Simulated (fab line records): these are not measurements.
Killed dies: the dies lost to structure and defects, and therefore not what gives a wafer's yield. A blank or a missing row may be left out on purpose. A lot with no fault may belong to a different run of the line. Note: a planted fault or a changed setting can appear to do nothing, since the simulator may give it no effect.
fab line records | flow n5_finfet
[record] lots = 5 wafers = 15 last_day = 17
route steps=1938 shown BEOL_M13@1664 PASSIVATION@1936
lots untouched by any fault: they come from a run of this same line in which no faults occurred
start_h: hours from the record's opening day to when the first of the lot's shown wafers began | wait_h: hours from the lot's prior step to this one | " identical to the entry in the row above | L1.1+2: a row that stands for several wafers | - no value present, or no start provided | * or withheld: withheld | < > ~ a bound
route shown NAME@n: NAME is a module with steps in the file, n the number in the route of the first one | usual: the fault-free wafers' mean and standard deviation | same: alike in all rows | chamber/n: place in a boat | sites: per-site readings | _std_site: standard deviation of those values | _edge_site: inner sites' mean taken away from outer sites' mean | radius_mm: for every site, how far away it sits from the centre of the wafer | mask NAME#n: copy n | behind: tool/chamber where the wafer was last shaped | hold: the reason the lot was held/the length of the hold in hours/how it ended | device: the n, p or np transistor that did not switch | end of line: the same wafers' tests at the end of the route | where a step has no rows: the recipe by itself | killed: at the first sort, the dies lost to defects and structure; wafer yield is something else | map: shows each die of a wafer: x if killed, . if not, _ if none is there
set.NAME: setting as actually run; set.NAME@STEP: the setting as run at that earlier step | model.NAME: the simulator's own value behind a step, which no gauge read
lots at some steps of the route; a table a step, a row a wafer
services: a tool's chamber out of use, with start hour (start_h, from the record's first day; less than 0 if before it), hours out, and reason
[[steps]]
[step N5_BEOL_M13_SOFTBAKE_05]
[recipe] temp_c = 130 time_s = 60
[step N5_BEOL_M13_EXPOSE_07]
[recipe] mask_id = V12 na = 0.93 source_shape = conventional sigma_outer = 0.6 polarization = unpolarized attpsm_phase_deg = 180 dose_mj = 24.8
[step N5_BEOL_M13_PEB_08]
[recipe] peb_temp_c = 130 peb_time_s = 90
[step N5_BEOL_M13_DEVELOP_09]
[recipe] develop_time_s = 45 rinse_liquid = diw dry = air_spin dev_temp_c = 21
[step N5_BEOL_M13_HARDBAKE_14]
[recipe] temp_c = 130 time_s = 120
[step N5_BEOL_M13_CD_MEAS_10]
[recipe] target_cd_nm = 190 landing_energy_ev = 500 detector = se_inlens polarity = opening
[usual] cd_nm = 190.1/2
// columns lot.wafer tool chamber start_h wait_h cd_nm
L342.1 cd_sem-03 0 244.77 - 192.1
L342.2 " 0 " " 189.5
L342.5 " 0 " " 190.4
L345.2 cd_sem-03 0 255.73 - 192.3
L345.4 " 0 " " 192.8
L345.6 " 0 " " 194.9
L352.2 cd_sem-02 0 326.01 - 192.0
L352.4 " 0 " " 192.2
L352.5 " 0 " " 191.1
L362.2 cd_sem-02 0 385.94 - 188.8
L362.3 " 0 " " 187.7
L362.5 " 0 " " 188.6
L364.2 cd_sem-02 0 392.70 - 187.1
L364.4 " 0 " " 185.9
L364.5 " 0 " " 187.1
[step N5_BEOL_M13_OVL_MEAS_11]
[recipe] points_per_wafer = 44
[usual] V12_OVL = 4/4.7
// columns lot.wafer tool chamber start_h wait_h V12_OVL[nm]
L342.1 overlay-01 0 244.80 0.0 3
L342.2 " 0 " " 4
L342.5 " 0 " " 4
L345.2 overlay-01 0 255.76 0.0 2
L345.4 " 0 " " 2
L345.6 " 0 " " 2
L352.2 overlay-02 0 326.04 0.0 2
L352.4 " 0 " " 6
L352.5 " 0 " " 12
L362.2 overlay-02 0 385.96 0.0 1
L362.3 " 0 " " 1
L362.5 " 0 " " -1
L364.2 overlay-01 0 392.73 0.0 6
L364.4 " 0 " " 2
L364.5 " 0 " " 6
[step N5_BEOL_M13_INSPECT_12]
[recipe] mode = adi inspect_instrument = macro
[usual] raw_defect_count = 2.1/1.5
// columns lot.wafer tool chamber start_h wait_h raw_defect_count
L342.1 defect_inspect-02 - 244.82 0.0 4
L342.2 " - " " 0
L342.5 " - " " 1
L345.2 defect_inspect-02 - 255.78 0.0 1
L345.4 " - " " 0
L345.6 " - " " 0
L352.2 defect_inspect-02 - 326.08 0.0 3
L352.4 " - " " 1
L352.5 " - " " 0
L362.2 defect_inspect-01 - 385.99 0.0 3
L362.3 " - " " 0
L362.5 " - " " 4
L364.2 defect_inspect-01 - 392.75 0.0 2
L364.4 " - " " 2
L364.5 " - " " 1
[step N5_BEOL_M13_DESCUM_15]
[recipe] chemistry = O2 time_s = 7.9 source_power_w = 50 bias_power_w = 20 pressure_mtorr = 20 rf_frequency_hz = 2.712e+07 temp_c = 40 o2_flow_sccm = 225
[usual] bias_power_w = 20.00/0.055 drypump_motor_current_A = 5.6/0.34 oes_product_au = 0.80/0.081 rf_vpp_V = 243.0/1.4 showerhead_plenum_p_Torr = 2.09/0.068 throttle_valve_pct = 20.51/0.19
// columns lot.wafer tool chamber start_h wait_h bias_power_w drypump_motor_current_A oes_product_au rf_hours_counter_h rf_vpp_V showerhead_plenum_p_Torr throttle_valve_pct
L342.1 rie_diel-02 1 244.86 0.0 19.98 6.0 0.70 222 243.2 2.10 20.80
L342.2 " 2 " " 19.94 5.8 0.88 32 244.6 2.05 20.17
L342.5 " 1 " " 20.03 6.0 0.70 - 242.4 2.10 20.79
L345.2 rie_diel-04 0 255.82 0.0 20.04 5.6 0.82 73 241.0 2.06 20.55
L345.4 " 2 " " 20.05 5.7 0.70 - 241.5 2.00 20.46
L345.6 " 3 " " 19.98 5.4 0.70 - 243.5 2.18 20.64
L352.2 rie_diel-06 0 326.11 0.0 19.94 5.5 0.71 196 244.5 2.16 20.52
L352.4 " 1 " " 20.04 5.4 0.80 104 242.5 2.02 20.68
L352.5 " 0 " " 19.99 5.6 0.72 - 244.8 2.16 20.52
L362.2 rie_diel-02 3 386.02 0.0 19.98 5.7 0.79 104 244.5 2.22 20.87
L362.3 " 2 " " 20.09 5.8 0.84 75 241.5 2.04 20.24
L362.5 " 1 " " 20.03 6.0 0.96 - 242.0 2.09 20.53
L364.2 rie_diel-02 0 392.78 0.0 19.97 4.7 0.88 43 242.3 2.06 20.48
L364.4 " 1 " " 19.99 6.0 0.96 10 241.6 2.09 20.54
L364.5 " 0 " " 20.04 4.7 0.89 - 243.1 2.06 20.51
[step N5_BEOL_M13_ETCH_59]
[recipe] chemistry = N2/H2 target = BARC target_depth_a = 890 overetch_a = 267 time_s = 67.9 ion_energy_ev = 200 pressure_mtorr = 30 source_w = 840 bias_w = 150 n2_flow_sccm = 200 h2_flow_sccm = 200
[usual] bias_w = 150.0/0.45 drypump_motor_current_A = 5.6/0.34 oes_product_au = 0.68/0.066 rf_vpp_V = 523.7/2.5 showerhead_plenum_p_Torr = 2.53/0.095 throttle_valve_pct = 17.93/0.21
// columns lot.wafer tool chamber start_h wait_h bias_w drypump_motor_current_A oes_product_au rf_hours_counter_h rf_vpp_V showerhead_plenum_p_Torr throttle_valve_pct
L342.1 rie_diel-02 1 244.89 0.0 150.7 6.0 0.60 222 522.8 2.49 17.97
L342.2 " 2 " " 149.9 5.8 0.77 32 522.7 2.47 17.46
L342.5 " 1 " " 150.3 6.0 0.60 - 522.3 2.49 17.97
L345.2 rie_diel-04 0 255.85 0.0 149.7 5.6 0.71 73 520.7 2.47 17.85
L345.4 " 2 " " 149.4 5.7 0.61 - 519.5 2.41 17.78
L345.6 " 3 " " 149.9 5.4 0.60 - 526.6 2.63 18.03
L352.2 rie_diel-06 0 326.14 0.0 150.1 5.6 0.61 196 526.6 2.65 18.15
L352.4 " 1 " " 149.5 5.4 0.69 104 523.0 2.45 18.10
L352.5 " 0 " " 149.7 5.5 0.61 - 527.0 2.65 18.17
L362.2 rie_diel-02 3 386.06 0.0 149.7 5.7 0.69 104 527.6 2.68 18.39
L362.3 " 2 " " 149.6 5.8 0.71 75 521.8 2.45 17.52
L362.5 " 1 " " 150.0 6.0 0.81 - 522.2 2.48 17.64
L364.2 rie_diel-02 0 392.82 0.0 150.1 4.7 0.74 43 522.1 2.50 18.02
L364.4 " 1 " " 149.8 6.0 0.80 10 521.7 2.47 17.62
L364.5 " 0 " " 149.8 4.8 0.74 - 522.7 2.50 18.02
[step N5_BEOL_M13_VIA_ETCH_16]
[recipe] chemistry = C4F8/O2/Ar target = SiOC pressure_mtorr = 30 source_w = 3000 bias_w = 700 Ar_flow_sccm = 400 C4F8_flow_sccm = 15 O2_flow_sccm = 8 he_inner_torr = 15 he_outer_torr = 30 target_depth_a = 9217 time_s = withheld ion_energy_ev = 250 ends = cleared
[usual] bias_w = 699.9/2 drypump_motor_current_A = 5.6/0.34 he_outer_torr = 30.01/0.058 oes_product_au = 0.72/0.07 rf_vpp_V = 665/3.2 showerhead_plenum_p_Torr = 3.40/0.1 throttle_valve_pct = 24.22/0.2
// columns lot.wafer tool chamber start_h wait_h bias_w drypump_motor_current_A he_outer_torr oes_product_au rf_vpp_V showerhead_plenum_p_Torr throttle_valve_pct
L342.1 rie_diel-02 1 244.94 0.0 702.1 6.0 29.92 0.63 665 3.36 24.26
L342.2 " 2 " " 695.1 5.8 29.95 0.81 663 3.37 24.01
L342.5 " 1 " " 701.4 6.0 30.02 0.62 665 3.36 24.26
L345.2 rie_diel-04 0 255.90 0.0 698.1 5.6 29.91 0.76 663 3.35 24.22
L345.4 " 2 " " 701.8 5.7 29.96 0.64 659 3.26 24.12
L345.6 " 3 " " 702.7 5.5 30.01 0.63 668 3.52 24.29
L352.2 rie_diel-06 0 326.20 0.0 699.9 5.6 29.95 0.64 668 3.54 24.37
L352.4 " 1 " " 698.9 5.4 29.89 0.73 661 3.33 24.58
L352.5 " 0 " " 696.7 5.6 29.94 0.64 668 3.54 24.37
L362.2 rie_diel-02 3 386.11 0.0 700.0 5.7 30.05 0.72 670 3.53 24.35
L362.3 " 2 " " 703.5 5.8 30.02 0.75 663 3.35 24.06
L362.5 " 1 " " 700.5 6.0 30.01 0.87 664 3.34 24.03
L364.2 rie_diel-02 0 392.87 0.0 699.2 4.8 30.08 0.79 663 3.39 24.43
L364.4 " 1 " " 699.8 6.0 30.02 0.84 664 3.34 24.05
L364.5 " 0 " " 696.9 4.8 30.06 0.79 662 3.39 24.45
[step N5_BEOL_M13_STRIP_63]
[recipe] chemistry = N2/H2 power_w = 1000 temp_c = 250 h2_frac = 0.65 overash_fraction = 0.3 pressure_mtorr = 1000 n2_flow_sccm = 1750 h2_flow_sccm = 3250
[usual] drypump_motor_current_A = 5.5/0.33 heater_power_w = 337/27 oes_product_au = 0.674/0.0051 strip_time_to_endpoint_s = 27.6/1.4
[same] overash_fraction = 0.3
// columns lot.wafer tool chamber start_h wait_h drypump_motor_current_A heater_power_w oes_product_au rf_hours_counter_h strip_time_to_endpoint_s
L342.1 plasma_asher-01 1 245.18 - 5.7 308 0.677 67 27.7
L342.2 " 0 " " 5.7 340 0.670 67 25.5
L342.5 " 1 " " 5.7 303 0.673 - 26.1
L345.2 plasma_asher-01 0 256.14 - 5.7 330 0.672 70 27.2
L345.4 " 1 " " 5.7 310 0.666 - 26.4
L345.6 " 1 " " 5.7 298 0.670 - 26.2
L352.2 plasma_asher-01 1 326.44 - 5.7 312 0.678 82 29.7
L352.4 " 0 " " 5.7 334 0.681 - 26.7
L352.5 " 1 " " 5.7 307 0.676 - 28.5
L362.2 plasma_asher-01 1 386.34 - 5.7 302 0.678 97 29.4
L362.3 " 1 " " 5.7 311 0.674 - 27.7
L362.5 " 1 " " 5.7 312 0.677 - 27.1
L364.2 plasma_asher-02 1 393.11 - 5.2 380 0.670 152 28.5
L364.4 " 0 " " 4.8 375 0.669 - 26.9
L364.5 " 0 " " 4.8 365 0.678 - 27.3
[step N5_BEOL_M13_STRIP_64]
[recipe] chemistry = N2/H2 power_w = 1000 temp_c = 250 h2_frac = 0.65 overash_fraction = 0.3 pressure_mtorr = withheld n2_flow_sccm = 1750 h2_flow_sccm = 3250
[usual] drypump_motor_current_A = 5.5/0.33 heater_power_w = 336/28 oes_product_au = 0.715/0.0043 strip_time_to_endpoint_s = 31.32/0.056
[same] overash_fraction = 0.3
// columns lot.wafer tool chamber start_h wait_h drypump_motor_current_A heater_power_w oes_product_au rf_hours_counter_h strip_time_to_endpoint_s
L342.1 plasma_asher-01 1 245.24 0.0 5.7 310 0.716 67 31.33
L342.2 " 0 " " 5.7 338 0.717 67 31.33
L342.5 " 1 " " 5.6 311 0.713 - 31.31
L345.2 plasma_asher-01 0 256.20 0.0 5.7 332 0.715 70 31.46
L345.4 " 1 " " 5.7 310 0.718 - 31.37
L345.6 " 1 " " 5.6 304 0.709 - 31.34
L352.2 plasma_asher-01 1 326.50 0.0 5.7 306 0.718 82 31.35
L352.4 " 0 " " 5.7 333 0.713 - 31.35
L352.5 " 1 " " 5.6 304 0.714 - 31.41
L362.2 plasma_asher-01 1 386.40 0.0 5.7 316 0.706 97 31.31
L362.3 " 1 " " 5.7 307 0.707 - 31.27
L362.5 " 1 " " 5.7 306 0.716 - 31.34
L364.2 plasma_asher-02 1 393.17 0.0 5.2 376 0.717 152 31.25
L364.4 " 0 " " 4.8 370 0.721 - 31.34
L364.5 " 0 " " 4.8 367 0.716 - 31.27
[step N5_BEOL_M13_STRIP_71]
[recipe] chemistry = post_etch_residue_remover time_s = 60 temp_c = 25 remover_ph = withheld remover_water_wt_pct = withheld remover_fluoride_wt_pct = withheld
[step N5_BEOL_M13_SRD_72]
[recipe] time_s = 30 temp_c = 23 rinse_liquid = diw dry = n2_spin spin_rpm = 1500 dry_time_s = 30
[step N5_BEOL_M13_CD_MEAS_17]
[recipe] target_cd_nm = 190 polarity = opening
[usual] cd_nm = 190.5/2.3
// columns lot.wafer tool chamber start_h wait_h cd_nm
L342.1 cd_sem-02 - 245.39 0.0 190.8
L342.2 " - " " 192.2
L342.5 " - " " 188.4
L345.2 cd_sem-01 - 256.35 0.0 193.4
L345.4 " - " " 193.7
L345.6 " - " " 196.2
L352.2 cd_sem-02 - 326.64 0.0 190.6
L352.4 " - " " 192.0
L352.5 " - " " 189.5
L362.2 cd_sem-01 - 386.55 0.0 189.5
L362.3 " - " " 190.3
L362.5 " - " " 187.2
L364.2 cd_sem-01 - 393.31 0.0 190.1
L364.4 " - " " 184.7
L364.5 " - " " 189.6
[step N5_BEOL_M13_COAT_65]
[recipe] resist = SOC temp_c = 250 time_s = 60 spin_rpm = 1500 resist_thk_nm = 350
[step N5_BEOL_M13_COAT_66]
[recipe] resist = SiARC temp_c = 220 time_s = 60 spin_rpm = 1500 resist_thk_nm = 110
[step N5_BEOL_M13_COAT_22]
[recipe] spin_rpm = 2888 resist_thk_nm = 300
[step N5_BEOL_M13_EBR_24]
[recipe] solvent = PGMEA ebr_width_mm = 1.5
[step N5_BEOL_M13_SOFTBAKE_23]
[recipe] temp_c = 130 time_s = 60
[step N5_BEOL_M13_EXPOSE_25]
[recipe] mask_id = M13 na = 0.93 source_shape = conventional sigma_outer = 0.4 polarization = unpolarized target_cd_nm = 210 dose_mj = 22
[step N5_BEOL_M13_PEB_26]
[recipe] peb_temp_c = 130 peb_time_s = 90
[step N5_BEOL_M13_DEVELOP_27]
[recipe] develop_time_s = 45 rinse_liquid = diw dry = air_spin dev_temp_c = 21
[step N5_BEOL_M13_HARDBAKE_32]
[recipe] temp_c = 130 time_s = 120
[step N5_BEOL_M13_CD_MEAS_28]
[recipe] target_cd_nm = 209.5 landing_energy_ev = 500 detector = se_inlens
[usual] cd_nm = 209.0/1.5
// columns lot.wafer tool chamber start_h wait_h cd_nm
L342.1 cd_sem-02 0 245.84 - 209.5
L342.2 " 0 " " 210.5
L342.5 " 0 " " 207.6
L345.2 cd_sem-03 0 256.67 - 210.0
L345.4 " 0 " " 209.4
L345.6 " 0 " " 207.0
L352.2 cd_sem-01 0 327.10 - 208.0
L352.4 " 0 " " 209.1
L352.5 " 0 " " 209.2
L362.2 cd_sem-01 0 386.88 - 212.0
L362.3 " 0 " " 209.2
L362.5 " 0 " " 210.9
L364.2 cd_sem-01 0 393.64 - 210.1
L364.4 " 0 " " 211.0
L364.5 " 0 " " 207.8
[step N5_BEOL_M13_OVL_MEAS_29]
[recipe] points_per_wafer = 44
[usual] M13_OVL = -2/5.4
// columns lot.wafer tool chamber start_h wait_h M13_OVL[nm]
L342.1 overlay-01 0 245.87 0.0 -3
L342.2 " 0 " " -13
L342.5 " 0 " " -3
L345.2 overlay-02 0 256.70 0.0 4
L345.4 " 0 " " 4
L345.6 " 0 " " 1
L352.2 overlay-01 0 327.12 0.0 -3
L352.4 " 0 " " -2
L352.5 " 0 " " -5
L362.2 overlay-01 0 386.91 0.0 4
L362.3 " 0 " " 9
L362.5 " 0 " " 6
L364.2 overlay-02 0 393.67 0.0 -9
L364.4 " 0 " " -8
L364.5 " 0 " " 4
[step N5_BEOL_M13_INSPECT_30]
[recipe] mode = adi inspect_instrument = macro
[usual] raw_defect_count = 2.1/1.4
// columns lot.wafer tool chamber start_h wait_h raw_defect_count
L342.1 defect_inspect-01 - 245.89 0.0 3
L342.2 " - " " 1
L342.5 " - " " 5
L345.2 defect_inspect-02 - 256.73 0.0 1
L345.4 " - " " 0
L345.6 " - " " 1
L352.2 defect_inspect-01 - 327.15 0.0 >300
L352.4 " - " " 1
L352.5 " - " " >300
L362.2 defect_inspect-01 - 386.93 0.0 0
L362.3 " - " " 2
L362.5 " - " " 2
L364.2 defect_inspect-01 - 393.69 0.0 2
L364.4 " - " " 2
L364.5 " - " " 4
[step N5_BEOL_M13_DESCUM_33]
[recipe] chemistry = O2 time_s = 7.9 source_power_w = 50 bias_power_w = 20 pressure_mtorr = 20 rf_frequency_hz = 2.712e+07 temp_c = 40 o2_flow_sccm = 225
[usual] bias_power_w = 20.00/0.054 drypump_motor_current_A = 5.5/0.39 oes_product_au = 0.81/0.093 rf_vpp_V = 243.1/1.4 showerhead_plenum_p_Torr = 2.09/0.072 throttle_valve_pct = 20.52/0.22
// columns lot.wafer tool chamber start_h wait_h bias_power_w drypump_motor_current_A oes_product_au rf_hours_counter_h rf_vpp_V showerhead_plenum_p_Torr throttle_valve_pct
L342.1 rie_diel-04 2 246.45 0.5 20.05 5.7 0.70 186 242.5 2.01 20.45
L342.2 " 3 " " 20.06 5.4 0.70 217 244.4 2.18 20.63
L342.5 " 1 " " 20.01 5.0 0.66 - 242.6 2.05 20.71
L345.2 rie_diel-02 1 256.76 0.0 19.95 6.0 0.71 227 243.9 2.10 20.81
L345.4 " 3 " " 20.05 5.7 0.85 65 245.8 2.23 20.77
L345.6 " 3 " " 20.08 5.7 0.85 - 246.2 2.23 20.81
L352.2 rie_diel-02 1 327.18 0.0 19.87 6.0 0.70 247 242.1 2.09 20.83
L352.4 " 0 " " 20.03 4.8 0.93 21 242.8 2.06 20.47
L352.5 " 0 " " 20.05 4.8 0.93 - 244.3 2.06 20.48
L362.2 rie_diel-02 0 387.04 0.1 19.88 4.8 0.89 41 242.6 2.06 20.49
L362.3 " 1 " " 20.06 6.0 0.96 8 242.4 2.09 20.55
L362.5 " 1 " " 20.06 6.0 0.97 - 243.2 2.09 20.54
L364.2 rie_diel-02 0 393.73 0.0 19.90 4.7 0.88 43 242.1 2.06 20.49
L364.4 " 1 " " 19.96 6.0 0.96 10 242.1 2.09 20.54
L364.5 " 3 " " 19.98 5.7 0.79 - 244.8 2.21 20.88
[step N5_PASSIVATION_PROBE_49]
[usual] defect_limited_yield = 91.0/1.4 killed_at_M0_to_M3 = 35/10 killed_at_M4_up = 14/5.5 killed_at_contacts = 13/5.6 killed_at_front_end = 41/11 killed_at_other = 4/3.4 killed_dies = 106/16 killed_open = 68/12 killed_short = 35/7.3 sort_bin_4_leakage = 0.3/2.1 sort_bin_5_function = 5.3/0.89 sort_bin_6_memory = 3.4/0.67 sort_n_pass = 1070/28 sort_yield_pct = 90.7/2.4
[same] gross_dies = 1180 killed_at_back_side = 0 sort_bin_8_speed[%] = 0
// columns lot.wafer tool chamber start_h wait_h defect_limited_yield[%] killed_at_M0_to_M3 killed_at_M4_up killed_at_contacts killed_at_front_end killed_at_other killed_dies killed_open killed_short sort_bin_4_leakage[%] sort_bin_5_function[%] sort_bin_6_memory[%] sort_n_pass sort_yield_pct[%]
L342.1 prober-01 - 278.73 0.0 90.3 35 13 21 42 3 114 72 40 0 5.9 3.6 1066 90.3
L342.2 prober-01 - 278.78 0.1 91.7 36 8 8 39 7 98 70 27 0 4.2 4.2 1082 91.7
L342.5 prober-01 - 278.93 0.2 92.4 40 13 8 21 8 90 70 18 0 4.6 2.6 1090 92.4
L345.2 prober-02 - 304.68 0.1 91.9 32 14 16 31 3 96 56 34 0 4.9 2.7 1084 91.9
L345.4 prober-02 - 304.78 0.2 92.2 34 4 12 34 8 92 65 26 0.2 4.7 3.1 1086 92.0
L345.6 prober-02 - 304.88 0.3 89.3 47 12 21 44 2 126 80 41 0 6.4 3.6 1054 89.3
L352.2 prober-02 - 355.33 0.1 86.1 46 77 3 34 4 164 66 35 1.4 8.7 4.1 999 84.7
L352.5 prober-02 - 355.48 0.2 88.3 28 75 7 28 0 138 52 25 0 6.5 3.6 1042 88.3
L362.2 prober-01 - 415.51 0.1 93.1 22 10 8 38 4 82 60 18 6.2 3.3 3.2 1025 86.9
L362.3 prober-01 - 415.56 0.1 90.3 41 14 11 46 2 114 76 35 0 5.8 3.4 1066 90.3
L362.5 prober-01 - 415.66 0.2 90.9 30 12 12 49 4 107 64 42 0 5.9 2.9 1073 90.9
// killed by level:class
L342.1 MOL_CONTACT_COAG:geometric_particle:open=18 BEOL_M2:geometric_particle:open=11 GATE_CUT:geometric_particle:short=9 FIN_SAQP:geometric_particle:open=7 FIN_SAQP:geometric_particle:short=6 BEOL_M1:geometric_particle:open=6 STI_FIN_REVEAL:geometric_particle:open=4 GATE_CUT:geometric_particle:open=4
L342.2 FIN_SAQP:geometric_particle:open=11 BEOL_M1:geometric_particle:open=8 STI_FIN_REVEAL:geometric_particle:open=7 MOL_CONTACT_COAG:geometric_particle:open=7 BEOL_M0_SAQP:geometric_particle:open=7 GATE_CUT:geometric_particle:short=6 BEOL_M2:geometric_particle:open=5 GATE_CUT:geometric_particle:open=4
L342.5 BEOL_M3:geometric_particle:open=13 BEOL_M2:geometric_particle:open=9 MOL_CONTACT_COAG:geometric_particle:open=8 BEOL_M1:geometric_particle:open=7 BEOL_M5:geometric_particle:open=6 GATE_CUT:geometric_particle:short=5 GATE_CUT:geometric_particle:open=4 BEOL_M0:geometric_particle:open=4
L345.2 MOL_CONTACT_COAG:geometric_particle:open=11 BEOL_M2:geometric_particle:open=7 BEOL_M4:geometric_particle:open=6 BEOL_M1:geometric_particle:open=6 MOL_CONTACT_COAG:geometric_particle:short=5 FIN_SAQP:geometric_particle:open=4 GATE_CUT:geometric_particle:short=4 STARTING-WAFER:geometric_particle:short=4
L345.4 MOL_CONTACT_COAG:geometric_particle:open=10 FIN_SAQP:geometric_particle:open=8 BEOL_M0_SAQP:geometric_particle:open=8 BEOL_M1:geometric_particle:open=8 BEOL_M2:geometric_particle:open=6 STI_FIN_REVEAL:geometric_particle:open=5 GATE_CUT:geometric_particle:short=4 BEOL_M0_SAQP:geometric_particle:short=4
L345.6 MOL_CONTACT_COAG:geometric_particle:open=18 BEOL_M2:geometric_particle:open=15 FIN_SAQP:geometric_particle:open=11 FIN_SAQP:geometric_particle:short=9 BEOL_M1:geometric_particle:open=9 STI_FIN_REVEAL:geometric_particle:open=6 STARTING-WAFER:geometric_particle:short=6 BEOL_M0_SAQP:geometric_particle:short=5
L352.2 BEOL_M13:unspecified=63 BEOL_M3:geometric_particle:open=13 BEOL_M0_SAQP:geometric_particle:short=11 FIN_SAQP:geometric_particle:short=8 STI_FIN_REVEAL:geometric_particle:open=8 FIN_SAQP:geometric_particle:open=6 BEOL_M0_SAQP:geometric_particle:open=6 BEOL_M1:geometric_particle:open=6
L352.5 BEOL_M13:unspecified=60 BEOL_M3:geometric_particle:open=8 FIN_SAQP:geometric_particle:open=6 DUMMY_GATE:geometric_particle:open=5 MOL_CONTACT_COAG:geometric_particle:open=5 BEOL_M2:geometric_particle:open=5 BEOL_M4:geometric_particle:open=5 FIN_SAQP:geometric_particle:short=3
L362.2 STARTING-WAFER:geometric_particle:open=8 STI_FIN_REVEAL:geometric_particle:open=7 MOL_CONTACT_COAG:geometric_particle:open=7 BEOL_M0_SAQP:geometric_particle:open=6 BEOL_M3:geometric_particle:open=5 BEOL_M4:geometric_particle:open=5 FIN_SAQP:geometric_particle:short=4 GATE_CUT:geometric_particle:short=4
L362.3 FIN_SAQP:geometric_particle:open=14 MOL_CONTACT_COAG:geometric_particle:open=10 BEOL_M3:geometric_particle:open=10 STI_FIN_REVEAL:geometric_particle:open=9 BEOL_M1:geometric_particle:open=7 FIN_SAQP:geometric_particle:short=6 BEOL_M0_SAQP:geometric_particle:short=6 BEOL_M0_SAQP:geometric_particle:open=6
L362.5 FIN_SAQP:geometric_particle:open=13 MOL_CONTACT_COAG:geometric_particle:open=9 GATE_CUT:geometric_particle:short=8 FIN_SAQP:geometric_particle:short=7 BEOL_M3:geometric_particle:open=7 BEOL_M1:geometric_particle:short=5 BEOL_M1:geometric_particle:open=5 BEOL_M2:geometric_particle:open=5
// map L352.2 (x killed, . not)
_________________..x..x......________________
______________.................._____________
___________x.......x.x...........x.__________
__________.......x.x......x..x.x...._________
________.x............................_______
_______.x..........................x...______
______..............x....x.............._____
_____............................x.......____
____....x..x......x..................x.x..___
___.........x......x......x.....x.....x....__
___.......x........x.......x....x.x........__
__.....x.............x......................_
__.....x....x.....x...........x.x.........x._
_..x..x......................x.....x.........
_xx.xx..x....................x...............
_xxxxxx.....................x...........x....
_xxxxxx.............................x........
_xxxxxx...x................................x.
_xxxxxx......................x....x..........
_xxxxxxx...x.......x..x....x.x..........x....
_xxxxxx.x..x.x..........x....................
__xxxxxx..x....................xx..........._
__xxxx..x..........x...x.x.................._
___xx.xx.x...............x......x..x....x..__
___.x.x......x.x..x...........x........x...__
____x.x......x..x.............x.x.........___
_____x....x....................x.........____
______.....x......x.......x...x........._____
_______.......x...........x...x........______
________....x...........x.....x...x.x._______
__________.x......................x._________
___________..................x.....__________
______________.....x.......x...._____________
_________________.....x......________________
// map L342.1 (x killed, . not)
_________________...........x________________
______________.................._____________
___________......................x.__________
__________..x......................._________
________.x..x.x..x.....x.............._______
_______...........x..x.................______
______..........x......x.x..x..x...x...._____
_____............x..........x...........x____
____..............x...x..................x___
___....x.......x.x...xx.............x....x.__
___..........x......x........x.....x.......__
__.....x............x..............x........_
__...........................x.............._
_......x.x......x...............x............
_............x..........................x....
_........x.....x..........x.......x.......x..
_..xx.......x....x..x..x.....................
_x.x......x.........x...............xx...x...
_...................x...............x.x......
_.........................xx.........x...x...
_.x...........x...........x........xx...x....
__.......x............x....xx.x............._
__.................x..x.....x..............._
___............................x.xxx.......__
___.x............x....................x...x__
____.....................x.x...x......x...___
_____.....x..x.x..x............xx.....x..____
______......x....x......................_____
_______........xxx....x................______
________...................x.........._______
__________.............x........x..._________
___________................x.......__________
______________.x...........x...._____________
_________________..........x.________________
[[services]]
// columns tool chamber start_h hours kind
rie_diel-04 0 222.79 11.3 repair
rie_diel-04 2 228.08 2.4 repair
rie_diel-02 0 234.65 - clean
rie_diel-02 0 234.65 - consumable_replace:focus_ring
rie_diel-02 0 234.65 19.3 scheduled_down
rie_diel-02 0 234.65 19.3 vent_cycle
rie_diel-04 1 249.86 - clean
rie_diel-04 1 249.86 - consumable_replace:focus_ring
rie_diel-04 1 249.86 12.2 scheduled_down
rie_diel-04 1 249.86 12.2 vent_cycle
plasma_asher-01 - 279.26 1.1 repair
rie_diel-06 2 299.45 8.1 repair
plasma_asher-02 - 310.94 1.1 repair
rie_diel-06 0 337.05 4.8 repair
rie_diel-02 1 338.56 - clean
rie_diel-02 1 338.56 - consumable_replace:focus_ring
rie_diel-02 1 338.56 16.8 scheduled_down
rie_diel-02 1 338.56 16.8 vent_cycle
plasma_asher-02 - 352.85 17.1 pm
rie_diel-04 3 361.23 - clean
rie_diel-04 3 361.23 - consumable_replace:focus_ring
plasma_asher-01 - 364.24 0.7 repair
plasma_asher-02 - 375.73 1.2 repair
rie_diel-04 2 388.56 11.7 repair
[[key]]
[first_sign] step = N5_BEOL_M13_INSPECT_30 reading = raw_defect_count direction = up sigmas = 99+ usual = 2.1 struck = >300
[effect] step = N5_PASSIVATION_PROBE_49 reading = killed_at_M4_up direction = up sigmas = 11 usual = 14 struck = 76
[more_kills_born_at] N5_BEOL_M13_STRIP_64@plasma_asher-01 = 123
met_at N5_BEOL_M13_STRIP_64
struck_wafers L352.2,L352.5
onset_between 256.20 326.50
[fault] kind = chamber_particle_source tool = plasma_asher-01 chamber = 1 onset_h = 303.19 steps = N5_BEOL_M13_STRIP_64 rate_per_visit_cm2 = 0.56587 end_h = 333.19
